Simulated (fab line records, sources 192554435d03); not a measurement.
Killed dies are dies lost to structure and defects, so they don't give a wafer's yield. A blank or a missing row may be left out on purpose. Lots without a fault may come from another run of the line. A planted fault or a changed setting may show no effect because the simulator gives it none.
A struck lot beside a sound one | flow n5_finfet | 16 steps out of a route of 1938
Sound: wafers L737.1, L737.3, L737.5. Struck: wafer L726.3. (L726.1 of the same lot was not struck and is left out.) The cause comes at the end.
At each step with rows: each side's tool, then ch and its chambers, then its first start. Under that, the readings that differ: sound wafers | struck wafers | difference of the means | sigmas: that difference in standard deviations of wafers without a fault.
alike: readings whose means differ by less than 2 such deviations, and words and numbers that are the same on both sides. not compared: withheld readings, readings that some wafer has no value for, bounds like >300 that may hide the same value, and numbers for which the record gives no deviation and whose values overlap.
The two part at a step that has a row with sigmas, a row that says differs or no value, or rows on one side only. Numbers that don't overlap but have no deviation are shown without sigmas and don't part them. A reading that every wafer of one side lacks parts them only if that side has two wafers or more.

N5_DUMMY_GATE_ETCH_42: etches SiO2 in CHF3/O2, target depth 3.5 nm, time 31 s.
  sound on rie_diel-02 ch 0,2, day 7 10:28; struck on rie_diel-01 ch 0, day 4 17:05
  alike: drypump_motor_current_A, oes_product_au, rf_fwd_power_W, rf_vpp_V, showerhead_plenum_p_Torr, throttle_valve_pct
  not compared: rf_hours_counter_h
N5_DUMMY_GATE_STRIP_48: strips in N2/H2, time 20 s.
  sound on rie_diel-02 ch 0,2, day 7 10:31; struck on rie_diel-01 ch 0, day 4 17:08
  alike: drypump_motor_current_A, oes_product_au, rf_vpp_V, showerhead_plenum_p_Torr, throttle_valve_pct
  not compared: rf_hours_counter_h
then, 5 steps without rows for these wafers: N5_DUMMY_GATE_PRECLEAN_33 (cleans in dHF, time 10 s); N5_DUMMY_GATE_PRECLEAN_25 (cleans in O3/DIW, time 45 s); N5_DUMMY_GATE_PRECLEAN_51 (cleans in SC2, time 45 s); N5_DUMMY_GATE_SRD_26 (time 30 s); N5_DUMMY_GATE_UV_OZONE_45 (time 120 s).
N5_DUMMY_GATE_INSPECT_27: inspects for defects (brightfield).
  sound on defect_inspect-01, day 7 10:43; struck on defect_inspect-01, day 4 17:20
  alike: raw_defect_count
N5_SPACER0_ALD_07: deposits SiNx, target thk 2 nm.
  sound on ald_sin-04 ch 0,1,3, day 7 10:45; struck on ald_sin-04 ch 1, day 4 18:51
  alike: heater_power_w, susceptor_temp_C
N5_SPACER0_ALD_00: deposits SiOCN, target thk 3.5 nm, pulse time 3 s, purge time 2 s.
  sound on ald_sin-04 ch 0,1,3, day 7 10:54; struck on ald_sin-04 ch 1, day 4 19:00
  reading              | sound                | struck | difference | sigmas
  susceptor_temp_C (C) | 399.78 399.95 400.11 | 400.46 | +0.51      | +2
  alike: heater_power_w, precursor_pulse_height_rel
N5_SPACER0_ALD_08: deposits SiNx, target thk 2 nm.
  sound on ald_sin-04 ch 0,1,3, day 7 11:10; struck on ald_sin-04 ch 1, day 4 19:16
  reading              | sound                | struck | difference | sigmas
  susceptor_temp_C (C) | 399.94 399.80 399.68 | 400.28 | +0.47      | +2
  alike: heater_power_w
N5_SPACER0_INSPECT_04: inspects for defects (darkfield).
  sound on defect_inspect-01, day 7 11:19; struck on defect_inspect-02, day 4 19:25
  alike: raw_defect_count
N5_SD_EPI_N_COAT_32: time 60 s, resist thk 350 nm.
  sound on litho_track-01 ch 0, day 7 11:22; struck on litho_track-04 ch 0, day 4 19:27
  reading          | sound             | struck | difference | sigmas
  run_length_s (s) | 66.62 66.35 66.45 | 68.93  | +2.46      | +13
then, 1 step without rows for these wafers: N5_SD_EPI_N_COAT_33 (time 60 s, resist thk 35 nm).
-- the record jumps here: 5 days lie between the struck wafers' starts before and after (it left off in module SD_EPI_N and takes up again in module BEOL_M4, whose first step shown is number 1111 of the route) --
N5_BEOL_M4_RC_MEAS_101:
  sound on prober-01 ch 0, day 12 16:28; struck on prober-01 ch 0, day 9 18:40
  alike: DIBL_N, DIBL_P, IOFF_N, IOFF_P, ION_N, ION_P, SS_N, SS_P, VT_N, VT_P
then, 1 step without rows for these wafers: N5_PASSIVATION_PROBE_49.

WHERE THEY PART
First at N5_SPACER0_ALD_00; last, within this record, at N5_SD_EPI_N_COAT_32. Later steps at which nothing parts them and some readings are alike: N5_BEOL_M4_RC_MEAS_101.

WHY: what the simulator had put in
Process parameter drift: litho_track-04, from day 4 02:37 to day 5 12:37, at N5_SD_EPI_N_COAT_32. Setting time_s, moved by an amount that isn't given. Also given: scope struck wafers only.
